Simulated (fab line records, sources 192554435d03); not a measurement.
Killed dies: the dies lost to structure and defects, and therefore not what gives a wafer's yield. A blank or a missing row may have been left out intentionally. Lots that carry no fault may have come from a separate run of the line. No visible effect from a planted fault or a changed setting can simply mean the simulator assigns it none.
Matching of chambers :: flow n5 finfet :: N5_BEOL_M5_PECVD_70 on pecvd-04 has 3 sister chambers
The step deposits SiO2 from TEOS/O2, target thk 16 nm, time 18 s. 3 wafers are shown with their chamber, then 12 later ones without.

== WAFERS PAIRED WITH THEIR CHAMBERS ==
wafer: L089.5
chamber: 1
throttle valve pct (%): 23.3

wafer: L090.2
chamber: 0
throttle valve pct (%): 22.2

wafer: L090.5
chamber: 2
throttle valve pct (%): 21.0

== WAFERS MISSING THEIR CHAMBER ==
wafer: L092.2
throttle valve pct (%): 23.3

wafer: L092.4
throttle valve pct (%): 23.2

wafer: L092.5
throttle valve pct (%): 22.2

wafer: L093.3
throttle valve pct (%): 23.2

wafer: L093.5
throttle valve pct (%): 23.4

wafer: L093.6
throttle valve pct (%): 21.4

wafer: L095.1
throttle valve pct (%): 22.5

wafer: L095.2
throttle valve pct (%): 23.5

wafer: L095.4
throttle valve pct (%): 23.4

wafer: L096.1
throttle valve pct (%): 23.5

wafer: L096.5
throttle valve pct (%): 22.2

wafer: L096.6
throttle valve pct (%): 23.6

== WHICH CHAMBER EACH WENT THROUGH ==
wafer: L092.2
from the rows above: 1
in truth: 1

wafer: L092.4
from the rows above: 1
in truth: 1

wafer: L092.5
from the rows above: 0
in truth: 0

wafer: L093.3
from the rows above: 1
in truth: 1

wafer: L093.5
from the rows above: 1
in truth: 1

wafer: L093.6
from the rows above: 2
in truth: 2

wafer: L095.1
from the rows above: 0
in truth: 0

wafer: L095.2
from the rows above: 1
in truth: 1

wafer: L095.4
from the rows above: 1
in truth: 1

wafer: L096.1
from the rows above: 1
in truth: 1

wafer: L096.5
from the rows above: 0
in truth: 0

wafer: L096.6
from the rows above: 1
in truth: 1
Placed correctly: 12 of 12. Not placeable from these rows: 0. Placed wrongly: 0.
How it was worked out, from the rows above alone: a wafer's distance from a chamber is the root of the sum, over the readings, of the square of ((its reading less the chamber's mean) divided by the reading's scatter). The wafer belongs to the nearest chamber; if the next one is less than 2 further off, it can't be placed. Each chamber's mean is taken over the wafers shown for it. The scatter (one wafer shown for each chamber): square how far every hidden wafer sits from the nearest shown wafer, average those squares and take the square root.
